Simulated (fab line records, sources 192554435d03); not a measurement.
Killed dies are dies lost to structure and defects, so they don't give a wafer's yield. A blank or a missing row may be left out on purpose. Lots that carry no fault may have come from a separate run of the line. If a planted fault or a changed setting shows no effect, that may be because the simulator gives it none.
Problem report in the 8D (eight disciplines) form, filled by code ; flow n5 finfet ; the parts of the form that need people (team, actions taken, sign-off) are left out

1. THE ISSUE
killed at front end at N5_PASSIVATION_PROBE_49 reads a mean of 94 on 2 wafers of 2 lots; wafers without a fault read 38 with a standard deviation of 12. That is +4.7 standard deviations from the usual mean.
Seen first at day 13 14:40 on prober-02, wafer L529.6. The record holds 5 wafers of 3 lots with a number at this step. Rule for "out" (also "out of limits"): further than 4 standard deviations from the usual mean. The other wafers with a number count as sound.

2. WHAT IT IS, WHAT IT ISN'T
question;is;is not
which readings at this step;killed at front end;killed_at_M0_to_M3, killed_at_M4_up, killed at contacts, killed at other, killed open, killed short, sort_bin_6_memory
which lots;L529, L533;L544
which wafers of those lots;all that have a number;-
read on which tools;prober-02;-
when;from day 13 14:40;"up to then (0 sound wafers); but 3 sound wafers of L544 came after"

3. WHAT RULES OUT EACH SUSPECT
Counting: a tool at a process step up to the reading stays a suspect if it ran every lot that is out and no sound lot after the first of them.
- rie diel-01 at N5_HKMG_FIN_STRIP_90 (strips SOC in N2/H2, time 20 s): kept. It ran every lot that is out, first L529 (day 5 13:14), and no sound lot after that.
- cvd w-02 at N5_HKMG_FIN_ALD_72 (deposits W, target thk 2 nm, pulse time 1 s, purge time 2 s): kept. It ran every lot that is out, first L529 (day 5 14:17), and no sound lot after that.
- rie diel-03 at N5_GATE_CUT_ETCH_58 (etches SiNx in CH3F/O2, target depth 17 nm, time 128.6 s): ruled out as a lasting fault. Following L529 (day 5 15:36), the first lot on it that is out, the sound lots L544 were run on it.
- prober-02 at N5_PASSIVATION_PROBE_49: ruled out as a lasting fault. Following L529 (day 13 14:40), the first lot on it that is out, the sound lots L544 were run on it.
Left after counting: rie diel-01 at N5_HKMG_FIN_STRIP_90, cvd w-02 at N5_HKMG_FIN_ALD_72.

4. THE CAUSE (what the simulator had put in)
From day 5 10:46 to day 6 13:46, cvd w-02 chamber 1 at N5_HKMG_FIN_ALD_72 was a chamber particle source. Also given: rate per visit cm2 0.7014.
After counting, 2 suspects remain, this tool included.

5. THE EFFECT CHAIN, in route order
One row per reading whose mean, taken over the struck wafers that have a number, lies over 3 standard deviations from the usual. Only readings for which the record gives a usual standard deviation are gone through. hours: the time from each lot's start at the first step in this table that gives one to its start at this step, as a median over the lots. sigmas: the change in usual standard deviations.
hours;step;reading;usual;on struck wafers;change;sigmas
0;N5_PASSIVATION_PROBE_49;killed at front end;38;94;+56;+4.7
0;N5_PASSIVATION_PROBE_49;killed on rim;13;29;+16;+4.1
0;N5_PASSIVATION_PROBE_49;sort_bin_5_function;4.9 %;8.3;+3.4;+3.4
Here are the process steps it includes:
- N5_PASSIVATION_PROBE_49

6. WHAT WOULD HAVE CAUGHT IT SOONER
First out-of-limits reading in this record: day 13 14:40, which is 196 hours after fault onset at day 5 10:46.
An alarm limit of 4 standard deviations would not have fired on the tool readings at N5_HKMG_FIN_ALD_72 for which the record gives a usual standard deviation, since none of them was out on any struck wafer.
All the lots that are out (2) had begun N5_HKMG_FIN_ALD_72 on cvd w-02 by day 13 14:40. None of them would have been spared by holding the tool at that moment.
